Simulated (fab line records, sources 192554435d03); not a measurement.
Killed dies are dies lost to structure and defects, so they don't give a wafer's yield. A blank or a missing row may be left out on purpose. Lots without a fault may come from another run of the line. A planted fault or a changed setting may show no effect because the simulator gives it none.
fab line records | flow n5_finfet | part 2 of 2: steps 5 to 6 of 6
record lots=23 wafers=69 last_day=18
route steps=1938 shown FIN_SAQP@94 FIN_CUT@163
lots that met no fault: from a run of the same line without faults
start_h: hours from the record's first day to the start of the lot's first wafer shown | wait_h: hours since the lot's step before | " the same as in the row above | L1.1+2: a row that stands for several wafers | - no value, or no start given | * or withheld: withheld | < > ~ a bound
route shown NAME@n: a module of which the file shows steps, and the number in the route of the first | usual: mean/standard deviation of fault-free wafers | same: alike in all rows | chamber/n: place in a boat | sites: the reading at each site | _std_site: their standard deviation | _edge_site: outer sites' mean less inner sites' | radius_mm: how far each site lies from the wafer's centre | mask NAME#n: copy n | behind: the tool/chamber that last shaped the wafer | hold: why the lot was held/for how many hours/how that ended | device: the transistor (n, p or np) that didn't switch | end of line: the same wafers' tests at the end of the route | a step without rows: its recipe alone | killed: dies lost to structure and defects at the first sort, not the wafer's yield | map: a wafer's dies, x killed, . not, _ none there
set.NAME: the setting as run; set.NAME@STEP: as run at that earlier step | model.NAME: the simulator's own value behind a step, which no gauge read
steps of the route over a sample of lots; a table a step, a row a wafer
services: from which hour (start_h, from the record's first day; less than 0 if before it) a tool's chamber was out of use, for how many hours, and why
## steps
# step N5_FIN_CUT_CD_MEAS_08
# recipe target_cd_nm=29.1 landing_energy_ev=500 detector=se_inlens polarity=opening
# usual cd_nm=29.27/0.25
# columns lot.wafer tool chamber start_h wait_h cd_nm
L074.3 cd_sem-01 0 28.20 - 29.16
L074.5 " 0 " " 29.32
L074.6 " 0 " " 29.47
L075.2 cd_sem-03 0 33.64 - 29.50
L075.4 " 0 " " 29.60
L075.6 " 0 " " 29.38
L076.1 cd_sem-01 0 39.59 - 29.64
L076.4 " 0 " " 29.34
L076.5 " 0 " " 29.35
L077.1 cd_sem-03 0 45.56 - 29.33
L077.4 " 0 " " 29.14
L077.6 " 0 " " 28.64
L078.1 cd_sem-01 0 52.58 - 29.24
L078.5 " 0 " " 28.99
L078.6 " 0 " " 29.31
L079.1 cd_sem-02 0 57.48 - 29.41
L079.2 " 0 " " 29.35
L079.3 " 0 " " 29.31
L080.1 cd_sem-01 0 65.42 - 29.16
L080.3 " 0 " " 29.02
L080.6 " 0 " " 29.59
L081.1 cd_sem-01 0 70.04 - 29.36
L081.2 " 0 " " 29.27
L081.5 " 0 " " 29.00
L082.3 cd_sem-03 0 76.61 - 29.42
L082.4 " 0 " " 29.43
L082.6 " 0 " " 29.35
L083.2 cd_sem-03 0 81.18 - 28.54
L083.4 " 0 " " 28.88
L083.6 " 0 " " 29.09
L084.2 cd_sem-03 0 86.66 - 29.36
L084.3 " 0 " " 29.60
L084.4 " 0 " " 28.98
L085.1 cd_sem-01 0 95.34 - 29.64
L085.2 " 0 " " 29.38
L085.5 " 0 " " 29.85
L086.2 cd_sem-02 0 101.33 - 29.39
L086.3 " 0 " " 29.36
L086.5 " 0 " " 29.30
L087.1 cd_sem-02 0 105.54 - 29.24
L087.4 " 0 " " 29.75
L087.5 " 0 " " 29.33
L088.2 cd_sem-02 0 112.24 - 29.37
L088.4 " 0 " " 29.79
L088.5 " 0 " " 29.25
L089.1 cd_sem-01 0 116.65 - 29.09
L089.5 " 0 " " 29.20
L089.6 " 0 " " 29.23
L091.1 cd_sem-03 0 128.91 - 29.73
L091.5 " 0 " " 28.91
L091.6 " 0 " " 29.47
L092.1 cd_sem-03 0 134.59 - 29.78
L092.3 " 0 " " 29.78
L092.4 " 0 " " 29.13
L093.1 cd_sem-03 0 140.82 - 29.09
L093.4 " 0 " " 29.23
L093.6 " 0 " " 29.23
L094.2 cd_sem-02 0 148.28 - 28.99
L094.4 " 0 " " 29.07
L094.5 " 0 " " 29.23
L095.3 cd_sem-02 0 153.86 - 28.99
L095.5 " 0 " " 29.24
L095.6 " 0 " " 29.55
L096.1 cd_sem-02 0 159.09 - 29.24
L096.4 " 0 " " 29.57
L096.5 " 0 " " 28.94
L097.1 cd_sem-01 0 166.40 - 29.54
L097.5 " 0 " " 29.42
L097.6 " 0 " " 29.04
# step N5_FIN_CUT_DESCUM_13
# recipe chemistry=O2 time_s=7 source_power_w=50 bias_power_w=20 pressure_mtorr=20 rf_frequency_hz=2.712e+07 temp_c=40 resist=CAR-EUV o2_flow_sccm=225
# usual bias_power_w=20.00/0.067 drypump_motor_current_A=5.9/0.5 oes_product_au=0.78/0.085 rf_vpp_V=243.1/1.4 showerhead_plenum_p_Torr=2.10/0.08 throttle_valve_pct=20.5/0.33
# columns lot.wafer tool chamber start_h wait_h bias_power_w drypump_motor_current_A oes_product_au rf_hours_counter_h rf_vpp_V showerhead_plenum_p_Torr throttle_valve_pct
L074.3 rie_diel-01 2 28.32 0.0 19.89 5.7 0.74 184 244.1 2.10 21.0
L074.5 " 1 " " 20.08 6.6 0.73 - 241.7 1.99 20.0
L074.6 " 2 " " 20.04 5.7 0.75 - 243.2 2.10 21.0
L075.2 rie_diel-01 3 33.76 0.0 20.02 6.6 0.78 124 243.4 2.20 20.6
L075.4 " 2 " " 20.08 5.7 0.74 186 242.7 2.10 21.0
L075.6 " 2 " " 20.02 5.7 0.75 - 242.7 2.10 21.0
L076.1 rie_diel-01 1 40.03 0.0 20.02 6.6 0.72 177 241.1 1.99 20.0
L076.4 " 3 " " 19.97 6.6 0.78 126 244.7 2.20 20.6
L076.5 " 3 " " 19.93 6.6 0.78 - 243.6 2.20 20.6
L077.1 rie_diel-02 1 45.68 0.0 19.97 6.2 0.77 156 243.6 2.07 20.2
L077.4 " 2 " " 19.96 5.6 0.76 182 241.9 2.01 20.5
L077.6 " 1 " " 20.15 6.2 0.76 - 243.3 2.07 20.2
L078.1 rie_diel-03 1 54.11 1.4 19.99 5.7 0.79 147 239.4 2.03 20.7
L078.5 " 1 " " 19.98 5.7 0.79 - 242.5 2.03 20.8
L078.6 " 0 " " 20.16 5.6 0.75 - 243.1 2.16 20.7
L079.1 rie_diel-01 3 57.66 0.1 19.96 6.6 0.78 132 245.4 2.20 20.6
L079.2 " 2 " " 19.95 5.7 0.74 197 241.7 2.10 21.0
L079.3 " 1 " " 20.02 6.6 0.71 186 241.5 1.99 20.0
L080.1 rie_diel-02 0 65.54 0.0 20.07 5.3 0.95 1 243.9 2.08 20.5
L080.3 " 2 " " 19.92 5.6 0.76 184 243.0 2.01 20.5
L080.6 " 0 " " 20.09 5.3 0.95 - 242.1 2.08 20.5
L081.1 rie_diel-01 1 70.16 0.0 19.92 6.6 0.71 192 241.7 1.99 20.0
L081.2 " 3 " " 19.76 6.6 0.77 138 243.9 2.20 20.7
L081.5 " 3 " " 19.93 6.6 0.76 - 244.3 2.20 20.7
L082.3 rie_diel-01 3 76.73 0.0 20.07 6.6 0.76 141 244.7 2.20 20.7
L082.4 " 1 " " 20.00 6.6 0.70 - 241.4 1.98 20.0
L082.6 " 3 " " 20.06 6.6 0.77 - 243.1 2.19 20.7
L083.2 rie_diel-01 1 81.70 0.0 20.10 6.6 0.70 197 242.3 1.98 20.0
L083.4 " 3 " " 19.94 6.6 0.76 143 244.7 2.19 20.7
L083.6 " 0 " " 19.98 5.5 0.98 - 243.8 2.12 20.0
L084.2 rie_diel-02 3 86.80 0.0 19.99 5.5 0.93 17 246.3 2.26 20.4
L084.3 " 1 " " 19.97 6.2 0.74 165 242.1 2.07 20.2
L084.4 " 2 " " 19.90 5.6 0.74 191 242.3 2.00 20.5
L085.1 rie_diel-03 3 95.48 0.0 19.97 5.1 0.75 174 243.6 2.08 20.6
L085.2 " 1 " " 19.99 5.7 0.77 156 243.0 2.03 20.8
L085.5 " 0 " " 19.93 5.7 0.73 - 242.2 2.15 20.7
L086.2 rie_diel-01 0 101.45 0.0 20.00 5.5 0.95 6 244.0 2.12 20.0
L086.3 " 3 " " 20.01 6.6 0.75 148 246.2 2.19 20.7
L086.5 " 2 " " 20.16 5.7 0.72 - 244.2 2.09 21.0
L087.1 rie_diel-03 0 105.78 0.1 20.00 5.6 0.73 198 243.5 2.15 20.8
L087.4 " 2 " " 19.98 5.3 0.72 207 245.1 2.15 20.6
L087.5 " 3 " " 19.99 5.1 0.76 - 242.2 2.08 20.6
L088.2 rie_diel-01 2 112.36 0.0 20.05 5.7 0.72 215 241.8 2.09 21.0
L088.4 " 3 " " 19.96 6.6 0.76 150 244.9 2.19 20.7
L088.5 " 1 " " 20.09 6.6 0.69 - 241.4 1.98 20.0
L089.1 rie_diel-02 0 116.77 0.0 19.98 5.2 0.89 17 241.6 2.08 20.5
L089.5 " 0 " " 20.04 5.2 0.90 - 242.3 2.08 20.6
L089.6 " 1 " " 19.92 6.3 0.75 - 243.4 2.07 20.2
L091.1 rie_diel-01 0 129.08 0.1 20.03 5.6 0.94 12 244.9 2.12 20.0
L091.5 " 0 " " 19.90 5.6 0.94 - 245.1 2.12 20.0
L091.6 " 1 " " 20.07 6.6 0.69 - 240.9 1.98 20.0
L092.1 rie_diel-02 2 134.72 0.0 19.99 5.6 0.73 205 241.8 2.00 20.5
L092.3 " 0 " " 20.03 5.3 0.89 23 242.4 2.08 20.6
L092.4 " 3 " " 19.97 5.5 0.90 33 244.7 2.25 20.4
L093.1 rie_diel-02 1 141.12 0.2 20.03 6.2 0.73 181 241.7 2.07 20.2
L093.4 " 2 " " 20.04 5.6 0.73 208 240.0 2.00 20.5
L093.6 " 0 " " 19.96 5.2 0.89 - 241.6 2.07 20.6
L094.2 rie_diel-03 2 148.55 0.2 19.97 5.3 0.71 219 244.3 2.15 20.7
L094.4 " 0 " " 19.93 5.6 0.72 212 244.1 2.15 20.8
L094.5 " 0 " " 19.89 5.7 0.73 - 243.4 2.15 20.8
L095.3 rie_diel-03 2 153.98 0.0 19.90 5.3 0.71 220 245.9 2.15 20.7
L095.5 " 1 " " 20.00 5.7 0.76 - 241.6 2.02 20.8
L095.6 " 0 " " 20.00 5.6 0.72 - 245.7 2.15 20.8
L096.1 rie_diel-02 0 159.21 0.0 20.03 5.2 0.87 30 242.9 2.07 20.6
L096.4 " 1 " " 19.95 6.2 0.74 186 240.9 2.07 20.2
L096.5 " 3 " " 19.99 5.5 0.89 - 243.7 2.25 20.4
L097.1 rie_diel-01 2 166.53 0.0 19.99 5.7 0.71 230 242.2 2.09 21.0
L097.5 " 1 " " 20.07 6.6 0.68 - 242.8 1.98 20.1
L097.6 " 0 " " 20.04 5.6 0.91 - 243.3 2.12 20.0
## services
# columns tool chamber start_h hours kind
rie_diel-04 1 -3.07 4.4 repair
ald_sin-01 2 4.51 8.8 repair
rie_diel-06 3 7.58 5.4 repair
rie_diel-05 - 11.67 0.7 repair
rie_diel-04 3 15.43 4.5 repair
ald_sin-02 - 19.39 6.0 pm
rie_diel-02 1 21.67 6.5 repair
rie_diel-04 - 29.97 0.6 repair
rie_diel-02 - 46.21 15.6 pm
rie_diel-05 3 46.35 2.7 repair
rie_diel-01 3 50.91 4.7 repair
rie_si-01 1 56.45 16.6 repair
rie_diel-06 - 59.51 0.8 repair
rie_diel-05 2 59.86 3.2 repair
rie_diel-05 - 63.26 0.9 repair
ald_sin-01 - 85.25 14.0 pm
rie_si-04 - 86.87 0.8 repair
rie_diel-05 2 90.55 4.2 repair
rie_diel-01 - 94.55 4.1 repair
rie_diel-06 0 107.86 29.5 repair
rie_diel-05 2 112.56 7.4 repair
rie_diel-04 2 130.36 10.1 repair
rie_diel-05 3 134.08 65.0 repair
ald_sin-01 - 145.61 14.6 pm
